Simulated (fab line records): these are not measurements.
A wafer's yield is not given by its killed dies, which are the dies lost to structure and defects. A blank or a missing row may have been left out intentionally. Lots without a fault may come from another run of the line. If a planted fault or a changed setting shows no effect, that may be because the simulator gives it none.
Which tool was responsible? | flow nandHarc | 18 wafers from 6 lots sampled at 4 of the route's 1302 steps

## WHAT EACH GAUGE READ, for each wafer
NHARC_END_SORT_01.
lot  | measured     | on        | killedAtPeriphery
L259 | day 25 00:53 | prober-02 | 5 7 4
L274 | day 30 18:55 | prober-01 | 4 7 9

## EACH LOT AND THE TOOL THAT RAN IT (in order: tool; ch and the chambers of the sampled wafers; start)
lot  | NHARC_A_CONTACT_ETCH_89           | NHARC_A_CONTACT_ETCH_31                      | NHARC_A_CONTACT_ETCH_134
L259 | rieDiel-08 ch 0,2,3, day 22 23:01 | rieDiel-08 ch 2,3, day 23 00:09 or earlier   | harCapEtch-02 ch 0,1, day 23 00:09
L263 | rieDiel-08 ch 0,2, day 24 11:49   | rieDiel-08 ch 0,2,3, day 24 12:54 or earlier | harCapEtch-03 ch 0,1, day 24 12:54
L266 | rieDiel-08 ch 1,3, day 26 08:00   | rieDiel-08 ch 0,2,3, day 26 09:00 or earlier | harCapEtch-02 ch 0,1, day 26 09:00
L274 | rieDiel-03 ch 0,2,3, day 28 15:23 | rieDiel-03 ch 2,3, day 28 16:23 or earlier   | harCapEtch-01 ch 0,1, day 28 16:23
L276 | rieDiel-02 ch 0,2,3, day 29 12:35 | rieDiel-02 ch 0,2,3, day 29 13:32 or earlier | harCapEtch-01 ch 0,1, day 29 13:32
L278 | rieDiel-02 ch 1,2, day 31 06:10   | rieDiel-02 ch 0,2, day 31 07:18 or earlier   | harCapEtch-02 ch 0,1, day 31 07:18
- NHARC_A_CONTACT_ETCH_89: etches the open film in N2/H2, target depth 260 nm, time 475.3 s.
- NHARC_A_CONTACT_ETCH_31: etches the open film in O2/COS, target depth 2800 nm, time 728 s.
- NHARC_A_CONTACT_ETCH_134: etches the open film in C4F8/O2/Ar, time 140 s, target depth 700 nm.

## THE ANSWER, worked out from the rows above alone
Rule: what is usual is taken from the lots themselves. The widest of any qualifying gaps counts: lots, ordered by their means at a reading, are off when they make up no more than a third of the lots, leave a main group of 4 or more, and stand apart from it by 3 or more times the standard deviation of that group's means. Not used: any main group whose means are identical at the precision the tables above print for the reading. A lot without any number at a reading at which 4 lots or more have one is off too. The other lots that the step has rows for count as sound.
No lot is off on any of the readings shown, so nothing can be concluded from this.

## WHAT HAD BEEN PUT IN BY THE SIMULATOR
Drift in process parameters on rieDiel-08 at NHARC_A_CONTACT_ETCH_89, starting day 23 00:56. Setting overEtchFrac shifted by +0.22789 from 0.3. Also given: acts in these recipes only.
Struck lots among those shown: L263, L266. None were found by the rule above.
